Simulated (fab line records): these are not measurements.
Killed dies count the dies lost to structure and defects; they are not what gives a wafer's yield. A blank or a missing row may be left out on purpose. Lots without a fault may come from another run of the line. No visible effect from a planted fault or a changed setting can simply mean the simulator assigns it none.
Matching of chambers :: flow n5 finfet :: N5_GATE_CUT_ETCH_58 on rie diel-05 has 4 sister chambers
The step etches SiNx in CH3F/O2, target depth 17 nm, time 128.6 s. 8 wafers are shown with their chamber, then 9 later ones without.

== EACH WAFER AND ITS CHAMBER ==
wafer: L077.6
chamber: 1
showerhead plenum p Torr (Torr): 2.14
throttle valve pct (%): 16.05

wafer: L081.2
chamber: 0
showerhead plenum p Torr (Torr): 1.97
throttle valve pct (%): 16.55

wafer: L082.5
chamber: 2
showerhead plenum p Torr (Torr): 1.89
throttle valve pct (%): 16.38

wafer: L083.3
chamber: 2
showerhead plenum p Torr (Torr): 1.89
throttle valve pct (%): 16.40

wafer: L083.5
chamber: 3
showerhead plenum p Torr (Torr): 2.07
throttle valve pct (%): 16.35

wafer: L086.2
chamber: 3
showerhead plenum p Torr (Torr): 2.07
throttle valve pct (%): 16.37

wafer: L086.3
chamber: 1
showerhead plenum p Torr (Torr): 2.13
throttle valve pct (%): 16.06

wafer: L086.5
chamber: 0
showerhead plenum p Torr (Torr): 1.96
throttle valve pct (%): 16.56

== WAFERS WHOSE CHAMBER IS MISSING ==
wafer: L090.4
showerhead plenum p Torr (Torr): 1.96
throttle valve pct (%): 16.58

wafer: L090.5
showerhead plenum p Torr (Torr): 1.89
throttle valve pct (%): 16.44

wafer: L090.6
showerhead plenum p Torr (Torr): 2.13
throttle valve pct (%): 16.09

wafer: L091.2
showerhead plenum p Torr (Torr): 2.13
throttle valve pct (%): 16.11

wafer: L091.4
showerhead plenum p Torr (Torr): 1.89
throttle valve pct (%): 16.45

wafer: L091.6
showerhead plenum p Torr (Torr): 2.13
throttle valve pct (%): 16.09

wafer: L092.3
showerhead plenum p Torr (Torr): 1.89
throttle valve pct (%): 16.41

wafer: L092.4
showerhead plenum p Torr (Torr): 1.89
throttle valve pct (%): 16.44

wafer: L092.5
showerhead plenum p Torr (Torr): 2.06
throttle valve pct (%): 16.37

== WHICH CHAMBER EACH ONE RAN IN ==
wafer: L090.4
from the rows above: 0
in truth: 0

wafer: L090.5
from the rows above: 2
in truth: 2

wafer: L090.6
from the rows above: 1
in truth: 1

wafer: L091.2
from the rows above: 1
in truth: 1

wafer: L091.4
from the rows above: 2
in truth: 2

wafer: L091.6
from the rows above: 1
in truth: 1

wafer: L092.3
from the rows above: 2
in truth: 2

wafer: L092.4
from the rows above: 2
in truth: 2

wafer: L092.5
from the rows above: 3
in truth: 3
9 of 9 placed correctly. From these rows, 0 cannot be placed. Placed wrongly: 0.
How it was worked out, from the rows above alone: a wafer's distance from a chamber is the root of the sum, over the readings, of the square of ((its reading less the chamber's mean) divided by the reading's scatter). If the next closest chamber is less than 2 further off than the closest, the wafer can't be placed; otherwise it belongs to the closest. For every chamber, the mean is computed from those of its wafers that are shown. The scatter is the square root of a quotient: the sum, over the shown wafers, of each reading's squared deviation from its chamber's mean, divided by wafers minus chambers.
